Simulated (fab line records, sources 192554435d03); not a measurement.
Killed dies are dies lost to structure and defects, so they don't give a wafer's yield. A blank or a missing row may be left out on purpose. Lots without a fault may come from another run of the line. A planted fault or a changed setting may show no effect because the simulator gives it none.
fab line records | flow n5_finfet
record lots=12 wafers=34 last_day=19
route steps=1938 shown BEOL_M12@1643 MIM_BOT_LITHO@1865 PASS1_CAP@1874 PASSIVATION@1936
lots that met no fault: from a run of the same line without faults
start_h: hours from the record's first day to the start of the lot's first wafer shown | wait_h: hours since the lot's step before | " the same as in the row above | L1.1+2: a row that stands for several wafers | - no value, or no start given | * or withheld: withheld | < > ~ a bound
route shown NAME@n: a module of which the file shows steps, and the number in the route of the first | usual: mean/standard deviation of fault-free wafers | same: alike in all rows | chamber/n: place in a boat | sites: the reading at each site | _std_site: their standard deviation | _edge_site: outer sites' mean less inner sites' | radius_mm: how far each site lies from the wafer's centre | mask NAME#n: copy n | behind: the tool/chamber that last shaped the wafer | hold: why the lot was held/for how many hours/how that ended | device: the transistor (n, p or np) that didn't switch | end of line: the same wafers' tests at the end of the route | a step without rows: its recipe alone | killed: dies lost to structure and defects at the first sort, not the wafer's yield | map: a wafer's dies, x killed, . not, _ none there
set.NAME: the setting as run; set.NAME@STEP: as run at that earlier step | model.NAME: the simulator's own value behind a step, which no gauge read
steps of the route over a sample of lots; a table a step, a row a wafer
services: from which hour (start_h, from the record's first day; less than 0 if before it) a tool's chamber was out of use, for how many hours, and why
## steps
# step N5_BEOL_M12_ETCH_38
# recipe chemistry=CF4/N2 target=SiCN target_depth_a=687 taper_deg=2 time_s=73.4 ion_energy_ev=150 mask_material=SiO2 pressure_mtorr=40 source_w=430 bias_w=70 Ar_flow_sccm=100 cf4_flow_sccm=60 n2_flow_sccm=60
# usual cf4_flow_sccm=60.02/0.2 chamber_pressure_mTorr=40.00/0.039 drypump_motor_current_A=5.5/0.41 oes_product_au=0.78/0.082 rf_vpp_V=382.4/2 showerhead_plenum_p_Torr=2.22/0.076 throttle_valve_pct=15.45/0.2
# columns lot.wafer tool chamber start_h wait_h cf4_flow_sccm chamber_pressure_mTorr drypump_motor_current_A oes_product_au rf_hours_counter_h rf_vpp_V showerhead_plenum_p_Torr throttle_valve_pct
L579.3 rie_diel-04 3 249.74 - 60.00 39.98 5.7 0.71 224 384.5 2.27 15.55
L579.4 " 3 " " 60.40 40.02 5.6 0.71 - 383.6 2.27 15.56
L579.6 " 2 " " 59.92 39.94 4.8 0.87 - 383.4 2.26 15.53
L581.3 rie_diel-04 1 268.26 - 59.71 40.04 5.8 0.75 149 382.5 2.22 15.46
L581.4 " 3 " " 60.37 40.02 5.7 0.70 233 385.2 2.27 15.57
L581.5 " 2 " " 59.92 40.06 4.8 0.86 - 381.9 2.25 15.55
L584.1 rie_diel-02 2 285.71 - 60.05 40.01 5.8 0.72 138 384.9 2.33 15.47
L584.6 " 2 " " 60.00 40.00 5.8 0.71 - 384.1 2.33 15.51
L585.4 rie_diel-04 0 286.21 - 60.21 40.03 5.6 0.92 28 385.3 2.33 15.06
L585.6 " 1 " " 60.08 40.01 5.8 0.75 - 381.2 2.22 15.47
L587.2 rie_diel-04 1 304.05 - 60.18 40.01 5.7 0.74 161 382.0 2.22 15.46
L587.3 " 0 " " 59.87 39.96 5.6 0.92 33 385.5 2.33 15.09
L587.4 " 3 " " 59.75 39.99 5.6 0.69 244 384.0 2.26 15.58
L586.2 rie_diel-04 0 305.11 - 59.72 40.01 5.5 0.91 34 384.8 2.33 15.08
L586.4 " 0 " " 60.14 40.01 5.5 0.92 - 385.8 2.33 15.07
L586.5 " 2 " " 59.75 40.01 4.7 0.85 - 383.5 2.25 15.58
L588.4 rie_diel-02 1 310.34 - 59.72 40.01 5.2 0.72 172 381.5 2.20 15.45
L588.5 " 3 " " 59.84 39.99 4.9 0.81 - 383.5 2.23 15.49
L588.6 " 2 " " 60.13 39.98 5.8 0.72 - 383.8 2.32 15.50
L589.3 rie_diel-01 0 318.35 - 60.13 39.97 6.2 0.73 175 379.8 2.10 15.62
L589.4 " 3 " " 60.00 40.04 5.4 0.71 179 381.3 2.12 15.76
L589.5 " 3 " " 59.89 39.99 5.4 0.72 - 380.4 2.12 15.74
L592.1 rie_diel-01 0 340.89 - 60.11 40.03 6.2 0.72 181 379.8 2.10 15.65
L592.3 " 3 " " 60.36 40.05 5.4 0.70 185 380.9 2.12 15.78
L592.4 " 2 " " 59.76 40.03 5.6 0.75 143 382.3 2.19 15.34
L591.3 rie_diel-01 0 347.51 - 60.35 39.95 6.2 0.73 184 380.4 2.10 15.66
L591.4 " 1 " " 60.08 39.98 5.8 0.74 153 380.4 2.12 15.35
L591.6 " 2 " " 60.39 40.02 5.6 0.74 - 381.5 2.19 15.33
L595.4 rie_diel-04 2 359.12 - 60.11 40.01 4.7 0.83 87 381.8 2.24 15.61
L595.5 " 2 " " 60.10 40.00 4.7 0.83 - 382.0 2.24 15.61
L595.6 " 1 " " 59.59 40.04 5.8 0.74 - 383.1 2.21 15.51
L596.1 rie_diel-04 1 374.94 - 60.08 39.99 5.8 0.72 183 382.9 2.21 15.54
L596.3 " 0 " " 60.26 40.03 5.6 0.88 60 386.2 2.32 15.12
L596.4 " 3 " " 60.10 40.09 5.7 0.92 - 383.5 2.26 15.17
# step N5_MIM_BOT_LITHO_DESCUM_10
# recipe chemistry=O2 time_s=7.9 source_power_w=50 bias_power_w=20 pressure_mtorr=20 rf_frequency_hz=2.712e+07 temp_c=40 o2_flow_sccm=225
# usual chamber_pressure_mTorr=19.999/0.018 drypump_motor_current_A=5.5/0.44 oes_product_au=0.77/0.071 rf_vpp_V=243.1/1.4 showerhead_plenum_p_Torr=2.10/0.075 throttle_valve_pct=20.46/0.19
# columns lot.wafer tool chamber start_h wait_h chamber_pressure_mTorr drypump_motor_current_A oes_product_au rf_hours_counter_h rf_vpp_V showerhead_plenum_p_Torr throttle_valve_pct
L579.3 rie_diel-02 3 287.85 0.0 19.997 4.8 0.80 86 243.4 2.15 20.71
L579.4 " 0 " " 19.990 6.1 0.76 160 243.2 1.98 20.35
L579.6 " 1 " " 20.014 5.2 0.71 - 243.3 2.08 20.39
L581.3 rie_diel-04 0 291.63 0.0 19.990 5.5 0.90 29 245.8 2.24 20.26
L581.4 " 1 " " 20.004 5.8 0.77 156 242.9 2.12 20.61
L581.5 " 0 " " 19.978 5.5 0.90 - 243.2 2.24 20.27
L584.1 rie_diel-04 3 308.66 0.1 20.015 5.6 0.67 247 245.9 2.15 20.45
L584.6 " 2 " " 19.966 4.7 0.83 - 244.6 2.11 20.46
L585.4 rie_diel-01 2 311.01 0.3 20.000 5.6 0.76 135 243.2 2.10 20.37
L585.6 " 1 " " 20.004 5.8 0.76 - 241.6 2.01 20.25
L587.2 rie_diel-04 0 332.23 0.4 19.976 5.6 0.88 47 245.3 2.23 20.29
L587.3 " 3 " " 20.040 5.6 0.99 0 243.5 2.15 20.21
L587.4 " 1 " " 20.013 5.8 0.76 169 243.4 2.12 20.60
L586.2 rie_diel-02 0 333.12 0.0 20.015 6.1 0.74 176 240.8 1.97 20.36
L586.4 " 3 " " 19.991 4.8 0.78 102 245.0 2.14 20.74
L586.5 " 3 " " 20.010 4.9 0.79 - 242.1 2.14 20.73
L588.4 rie_diel-02 0 339.41 0.0 20.047 6.1 0.74 178 243.3 1.97 20.37
L588.5 " 1 " " 20.027 5.2 0.71 - 242.1 2.07 20.39
L588.6 " 0 " " 19.995 6.2 0.75 - 241.9 1.97 20.38
L589.3 rie_diel-04 0 344.41 0.0 20.024 5.5 0.87 52 244.9 2.23 20.28
L589.4 " 1 " " 20.006 5.8 0.76 173 243.4 2.11 20.62
L589.5 " 3 " " 19.969 5.7 0.95 - 243.8 2.15 20.21
L592.1 rie_diel-04 1 370.66 0.0 20.017 5.8 0.74 182 242.6 2.11 20.63
L592.3 " 2 " " 19.982 4.8 0.82 91 242.8 2.10 20.50
L592.4 " 3 " " 20.031 5.7 0.92 13 245.4 2.14 20.21
L591.3 rie_diel-02 3 378.98 0.2 20.003 4.9 0.78 111 244.1 2.14 20.77
L591.4 " 2 " " 19.967 5.8 0.71 171 245.0 2.14 20.25
L591.6 " 2 " " 19.964 5.8 0.71 - 245.4 2.14 20.26
L595.4 rie_diel-02 0 392.26 0.2 20.014 6.1 0.72 197 240.6 1.97 20.40
L595.5 " 3 " " 20.004 4.9 0.77 - 242.0 2.13 20.77
L595.6 " 2 " " 19.998 5.8 0.71 - 244.0 2.14 20.25
L596.1 rie_diel-01 3 453.99 0.1 20.000 5.4 0.68 226 240.9 1.99 20.79
L596.3 " 0 " " 19.998 6.2 0.69 224 241.1 2.00 20.80
L596.4 " 1 " " 19.991 5.7 0.71 194 241.7 2.00 20.33
# step N5_PASSIVATION_PECVD_01
# recipe material=SiNx target_thk_a=2000 temp_c=400 precursor=SiH4/NH3/N2 pressure_torr=4.9 rf_w=1406 time_s=43.2
# usual heater_power_w=305/80 showerhead_plenum_p_Torr=8.66/0.057 throttle_valve_pct=29.4/1.9
# columns lot.wafer tool chamber start_h wait_h heater_power_w showerhead_plenum_p_Torr throttle_valve_pct
L579.3 pecvd-03 0 288.77 0.0 311 8.68 31.0
L579.4 " 0 " " 327 8.68 31.0
L579.6 " 2 " " 304 8.72 26.9
L581.3 pecvd-03 2 292.57 0.0 304 8.71 26.8
L581.4 " 2 " " 318 8.71 26.9
L581.5 " 1 " " 257 8.65 31.0
L584.1 pecvd-01 2 309.58 0.0 144 8.57 28.9
L584.6 " 0 " " 363 8.65 28.1
L585.4 pecvd-01 2 311.97 0.0 249 8.59 28.5
L585.6 " 0 " " 478 8.61 28.3
L587.2 pecvd-03 2 333.21 0.0 208 8.71 27.2
L587.3 " 1 " " 194 8.65 30.8
L587.4 " 2 " " 224 8.70 27.4
L586.2 pecvd-03 1 334.04 0.0 195 8.66 30.9
L586.4 " 0 " " 439 8.68 31.1
L586.5 " 2 " " 270 8.70 27.3
L588.4 pecvd-03 1 340.43 0.0 233 8.65 31.1
L588.5 " 0 " " 390 8.71 31.0
L588.6 " 2 " " 250 8.71 27.1
L589.3 pecvd-01 1 345.34 0.0 302 8.72 33.0
L589.4 " 2 " " 263 8.61 28.8
L589.5 " 1 " " 321 8.71 33.0
L592.1 pecvd-01 2 371.58 0.0 189 8.58 29.2
L592.3 " 1 " " 273 8.73 32.9
L592.4 " 1 " " 284 8.71 32.7
L591.3 pecvd-04 2 379.96 0.0 336 8.55 26.3
L591.4 " 0 " " 287 8.51 30.2
L591.6 " 2 " " 338 8.54 25.9
L595.4 pecvd-03 0 393.47 0.0 350 8.67 30.7
L595.5 " 1 " " 285 8.68 30.9
L595.6 " 2 " " 315 8.70 27.9
L596.1 pecvd-01 1 455.02 0.0 221 8.68 26.9
L596.3 " 0 " " 356 8.64 27.9
L596.4 " 0 " " 373 8.64 28.2
# step N5_PASSIVATION_PROBE_49
# usual defect_limited_yield=91.1/1.4 killed_at_M0_to_M3=34/11 killed_at_M4_up=14/5.6 killed_at_contacts=13/5.9 killed_at_front_end=40/11 killed_at_other=4/3.1 killed_dies=105/16 killed_on_rim=14/4.2 killed_open=68/11 killed_short=34/8.4 sort_bin_5_function=5.2/0.86 sort_bin_6_memory=3.2/0.7 sort_bin_8_speed=0.1/1.1 sort_n_pass=1074/21 sort_yield_pct=91.0/1.8
# same gross_dies=1180 killed_at_back_side=0 sort_bin_4_leakage[%]=0
# columns lot.wafer tool chamber start_h wait_h defect_limited_yield[%] killed_at_M0_to_M3 killed_at_M4_up killed_at_contacts killed_at_front_end killed_at_other killed_dies killed_on_rim killed_open killed_short sort_bin_5_function[%] sort_bin_6_memory[%] sort_bin_8_speed[%] sort_n_pass sort_yield_pct[%]
L595.4 prober-01 - 402.88 0.2 82.7 23 145 13 23 0 204 18 44 27 11.6 2.9 0 976 82.7
L595.5 prober-01 - 402.93 0.2 79.2 32 159 7 44 4 246 21 70 34 12.5 5.5 0 934 79.2
L595.6 prober-01 - 402.98 0.3 81.5 21 129 15 49 4 218 32 72 37 11.1 3.7 0 962 81.5
L596.1 prober-02 - 464.38 0.0 81.7 40 125 13 31 7 216 33 70 34 10.9 4.7 0 964 81.7
L596.3 prober-02 - 464.48 0.1 80.1 19 155 13 43 5 235 19 67 28 13.6 3.3 0 945 80.1
L596.4 prober-02 - 464.53 0.2 85.3 39 91 3 37 4 174 35 66 33 8.3 4.0 0 1006 85.3
# killed by level:class
L595.4 BEOL_M12:unspecified=132 MOL_CONTACT_COAG:geometric_particle:open=11 BEOL_M0_SAQP:geometric_particle:short=7 BEOL_M0_SAQP:geometric_particle:open=5 FIN_SAQP:geometric_particle:short=4 STI_FIN_REVEAL:geometric_particle:open=4 BEOL_M4:geometric_particle:open=4 BEOL_M7:geometric_particle:open=4
L595.5 BEOL_M12:unspecified=142 FIN_SAQP:geometric_particle:open=15 BEOL_M1:geometric_particle:open=13 BEOL_M0_SAQP:geometric_particle:open=7 FIN_SAQP:geometric_particle:short=6 STI_FIN_REVEAL:geometric_particle:open=6 MOL_CONTACT_COAG:geometric_particle:open=6 BEOL_M1:geometric_particle:short=6
L595.6 BEOL_M12:unspecified=104 BEOL_M4:geometric_particle:open=12 STI_FIN_REVEAL:geometric_particle:open=11 MOL_CONTACT_COAG:geometric_particle:open=11 FIN_SAQP:geometric_particle:short=9 FIN_SAQP:geometric_particle:open=8 BEOL_M5:geometric_particle:open=7 GATE_CUT:geometric_particle:short=5
L596.1 BEOL_M12:unspecified=111 BEOL_M2:geometric_particle:open=15 GATE_CUT:geometric_particle:short=9 MOL_CONTACT_COAG:geometric_particle:open=9 BEOL_M2:geometric_particle:short=8 BEOL_M1:geometric_particle:open=7 STI_FIN_REVEAL:geometric_particle:open=5 BEOL_M4:geometric_particle:open=5
L596.3 BEOL_M12:unspecified=140 MOL_CONTACT_COAG:geometric_particle:open=12 BEOL_M4:geometric_particle:open=11 STI_FIN_REVEAL:geometric_particle:open=9 FIN_SAQP:geometric_particle:open=8 FIN_SAQP:geometric_particle:short=7 BEOL_M3:geometric_particle:open=7 BEOL_M0_SAQP:geometric_particle:short=4
L596.4 BEOL_M12:unspecified=75 BEOL_M2:geometric_particle:open=12 STI_FIN_REVEAL:geometric_particle:open=7 BEOL_M0_SAQP:geometric_particle:short=7 BEOL_M0_SAQP:geometric_particle:open=7 FIN_SAQP:geometric_particle:open=6 DUMMY_GATE:geometric_particle:open=6 BEOL_M5:geometric_particle:open=6
## services
# columns tool chamber start_h hours kind
rie_diel-02 2 251.79 2.0 repair
rie_diel-02 0 254.07 3.1 repair
pecvd-01 2 291.60 2.1 repair
pecvd-04 - 292.23 3.4 repair
rie_diel-04 1 304.65 10.7 repair
rie_diel-04 3 315.41 - clean
rie_diel-04 3 315.41 - consumable_replace:focus_ring
rie_diel-02 - 322.87 0.1 repair
pecvd-03 1 323.05 5.5 scheduled_down
rie_diel-04 - 344.56 3.4 repair
pecvd-04 - 347.87 1.0 repair
rie_diel-02 3 357.61 11.6 repair
rie_diel-04 0 361.76 5.4 repair
rie_diel-04 2 370.83 6.1 repair
pecvd-01 - 373.96 0.5 repair
pecvd-01 1 383.62 - clean
pecvd-01 1 383.62 - consumable_replace:showerhead
pecvd-01 1 383.62 29.0 scheduled_down
pecvd-01 1 383.62 29.0 vent_cycle
rie_diel-02 2 402.16 18.0 repair
pecvd-04 1 402.68 6.9 repair
pecvd-01 0 403.68 2.1 scheduled_down
pecvd-03 2 408.53 5.0 repair
pecvd-03 - 417.59 2.8 pm
## key
first_sign step=N5_PASSIVATION_PROBE_49 reading=killed_at_M4_up direction=up sigmas=21 usual=14 struck=134
effect step=N5_PASSIVATION_PROBE_49 reading=defect_limited_yield direction=down sigmas=6.8 usual=91.1 struck=81.7
more_kills_born_at N5_BEOL_M12_ETCH_38@rie_diel-04=704
met_at N5_BEOL_M12_ETCH_38
struck_lots L595,L596
not_acting_at N5_MIM_BOT_LITHO_DESCUM_10,N5_PASSIVATION_PECVD_01
onset_between 305.11 359.12
also_fits time
fault kind=chamber_particle_source tool=rie_diel-04 chamber=- onset_h=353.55 steps=N5_BEOL_M12_ETCH_38 rate_per_visit_cm2=1.2626 end_h=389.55
